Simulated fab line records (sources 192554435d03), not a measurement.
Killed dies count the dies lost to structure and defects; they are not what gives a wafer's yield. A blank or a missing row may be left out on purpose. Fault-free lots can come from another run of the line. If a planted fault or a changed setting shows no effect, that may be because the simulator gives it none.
Split-lot experiment	flow n5-finfet	21 wafers read from 7 lots, route of 1938 steps

== ON THE SPLIT ==
At N5_BEOL_M6_COAT_22 (resist thk 30 nm), the setting spin-rpm was moved away from the recipe's 1500 rpm on 6 of the 21 wafers read, by -11.1% to +5.9%. The other wafers ran this setting at the recipe's value.

== FROM THE SPLIT TO THE READING: what the file shows between them, 4 steps ==
- N5_BEOL_M6_EBR_24
- N5_BEOL_M6_SOFTBAKE_23: time 60 s
- N5_BEOL_M6_EXPOSE_25: exposes mask V5, target cd 40 nm
- N5_BEOL_M6_PEB_26: peb time 60 s

== THE READING ==
CAR-EUV_of_BEOL_M6_COAT_22.thk-nm (the simulator's own value, which no gauge read), in nm, at N5_BEOL_M6_DEVELOP_27 (develop time 30 s). No usual value for it is given in the file. The 15 wafers here that ran the recipe average 29.6 nm, standard deviation 0.088 nm.

wafer	tool, chamber at the split	spin-rpm as run, rpm	against the recipe	CAR-EUV_of_BEOL_M6_COAT_22.thk-nm, nm	against lot-mates on the recipe
L077.1	litho-track-04, 0	1500	recipe	29.6	-
L077.4	litho-track-04, 0	1500	recipe	29.6	-
L077.5	litho-track-04, 0	1500	recipe	29.6	-
L081.2	litho-track-03, 0	1387	-7.5%	30.6	+1.0
L081.6	litho-track-03, 0	1387	-7.5%	30.6	+1.0
L081.4	litho-track-03, 0	1500	recipe	29.6	-
L083.2	litho-track-04, 0	1334	-11.1%	31.2	+1.8
L083.6	litho-track-04, 0	1334	-11.1%	31.2	+1.8
L083.5	litho-track-04, 0	1500	recipe	29.4	-
L084.2	litho-track-03, 0	1500	recipe	29.6	-
L084.3	litho-track-03, 0	1500	recipe	29.6	-
L084.4	litho-track-03, 0	1421	-5.3%	30.4	+0.8
L086.3	litho-track-05, 0	1500	recipe	29.6	-
L086.5	litho-track-05, 0	1500	recipe	29.6	-
L086.4	litho-track-05, 0	1500	recipe	29.8	-
L089.1	litho-track-03, 0	1500	recipe	29.6	-
L089.5	litho-track-03, 0	1500	recipe	29.6	-
L089.6	litho-track-03, 0	1500	recipe	29.4	-
L097.1	litho-track-05, 0	1500	recipe	29.6	-
L097.3	litho-track-05, 0	1500	recipe	29.6	-
L097.6	litho-track-05, 0	1589	+5.9%	28.6	-1.0

THE FIT
A straight line over all 21 wafers: CAR-EUV_of_BEOL_M6_COAT_22.thk-nm changes by -0.146 nm for each +1% of spin-rpm; r = -0.99; the points scatter about the line by 0.088 nm.
The same after taking each lot's own level away (the mean of its wafers on the recipe; 21 wafers): -0.156 nm for each +1%; r = -0.99; scatter 0.082 nm.
Per that fit: largest spin-rpm move, reading shift of 1.7 nm.
The lots' own levels span 29.40 to 29.67 nm, that is 3.0 times the standard deviation above.
The two slopes agree, so the slope changes little with the lot-to-lot level.
Check: +1.67 nm against its lot-mates is what the line predicts for one of the wafers moved furthest among these (-11.1%) when that wafer is left out of the fit. Against them it came out at +1.8 nm.

== THE OTHER SPLITS THESE WAFERS WENT THROUGH ==
Other splits were also applied to these wafers ahead of the reading. Each is held against what the fit with the lots' levels taken away leaves over:
other split on the same wafers	wafers away from the commonest value	r with CAR-EUV_of_BEOL_M6_COAT_22.thk-nm (lot level and that fit taken away)
N5_BEOL_M5_TRENCH_ETCH_37 time-s	9	-0.09
N5_BEOL_M6_ETCH_62 time-s	4	+0.29

== THE WHOLE CHAIN: every reading that the file lists as answering this split, in the file's order ==
step	what it does	reading	change (the file's fit)	r (the file's)
N5_BEOL_M6_COAT_22	resist thk 30 nm	CAR-EUV_of_BEOL_M6_COAT_22.thk-nm (the simulator's own value, which no gauge read)	-0.16 nm for each +1% of the setting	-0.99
N5_BEOL_M6_DEVELOP_27	develop time 30 s	CAR-EUV_of_BEOL_M6_COAT_22.thk-nm (the simulator's own value, which no gauge read)	-0.155 nm for each +1% of the setting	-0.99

== FILE'S OWN FIT ==
CAR-EUV_of_BEOL_M6_COAT_22.thk-nm changes by -0.155 nm for each +1% of spin-rpm, r = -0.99.
